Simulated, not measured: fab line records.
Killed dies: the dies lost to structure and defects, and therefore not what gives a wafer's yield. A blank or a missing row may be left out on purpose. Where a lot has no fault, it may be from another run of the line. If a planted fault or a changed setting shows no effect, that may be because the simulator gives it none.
Chamber matching | flow nand-harc | rie-diel-03 running NHARC_A_STAIRCASE_ETCHBACK_157: 4 sister chambers
The step etches the open film in CH3F/O2, target depth 90 nm, time 167.14 s. 16 wafers are shown with their chamber, then 8 later ones without.

== WAFERS PAIRED WITH THEIR CHAMBERS ==
wafer  | chamber | showerhead-plenum-p-Torr (Torr) | drypump-motor-current-A (A) | rf-vpp-V (V)
L080.3 | 2       | 2.32                            | 6.2                         | 241.9
L080.4 | 3       | 2.34                            | 5.4                         | 242.4
L080.5 | 1       | 2.47                            | 5.7                         | 244.5
L082.1 | 0       | 2.65                            | 6.2                         | 247.1
L082.3 | 3       | 2.34                            | 5.4                         | 241.6
L082.5 | 2       | 2.32                            | 6.2                         | 242.4
L085.3 | 1       | 2.46                            | 5.7                         | 243.7
L085.5 | 3       | 2.33                            | 5.4                         | 241.8
L085.6 | 2       | 2.31                            | 6.2                         | 240.3
L087.1 | 0       | 2.64                            | 6.1                         | 246.2
L087.5 | 0       | 2.64                            | 6.2                         | 246.3
L087.6 | 1       | 2.46                            | 5.7                         | 245.2
L088.1 | 0       | 2.64                            | 6.1                         | 247.2
L088.3 | 3       | 2.33                            | 5.4                         | 242.4
L088.6 | 1       | 2.46                            | 5.7                         | 243.8
L089.2 | 1       | 2.46                            | 5.7                         | 245.2

SIGNATURES (averages over the wafers above)
reading                  | chamber 0 | chamber 1 | chamber 2 | chamber 3 | scatter within a chamber
showerhead-plenum-p-Torr | 2.6425    | 2.4620    | 2.3167    | 2.3350    | 0.00518
drypump-motor-current-A  | 6.150     | 5.700     | 6.200     | 5.400     | 0.0289
rf-vpp-V                 | 246.700   | 244.480   | 241.533   | 242.050   | 0.698
Rule: for a wafer and a chamber, the distance is found by dividing, reading by reading, the gap between the wafer's reading and the chamber's mean by the reading's scatter, squaring, summing and taking the root. The wafer belongs to the nearest chamber; if the next one is less than 2 further off, it can't be placed. The scatter: the root of (the sum of the squares of (reading less its chamber's mean) over the shown wafers, divided by (wafers less chambers)).

== WAFERS MISSING THEIR CHAMBER ==
wafer  | showerhead-plenum-p-Torr (Torr) | drypump-motor-current-A (A) | rf-vpp-V (V)
L089.3 | 2.33                            | 5.4                         | 241.4
L089.5 | 2.33                            | 5.4                         | 242.5
L090.2 | 2.33                            | 5.4                         | 242.4
L090.3 | 2.46                            | 5.7                         | 244.3
L090.4 | 2.64                            | 6.1                         | 246.7
L094.3 | 2.64                            | 6.1                         | 246.8
L094.4 | 2.30                            | 6.2                         | 241.2
L094.6 | 2.64                            | 6.2                         | 248.2

== WHICH CHAMBER EACH ONE RAN IN ==
wafer  | from the rows above | in truth
L089.3 | 3                   | 3
L089.5 | 3                   | 3
L090.2 | 3                   | 3
L090.3 | 1                   | 1
L090.4 | 0                   | 0
L094.3 | 0                   | 0
L094.4 | 2                   | 2
L094.6 | 0                   | 0
8 of 8 placed correctly. From these rows, 0 cannot be placed. Number placed wrongly: 0.
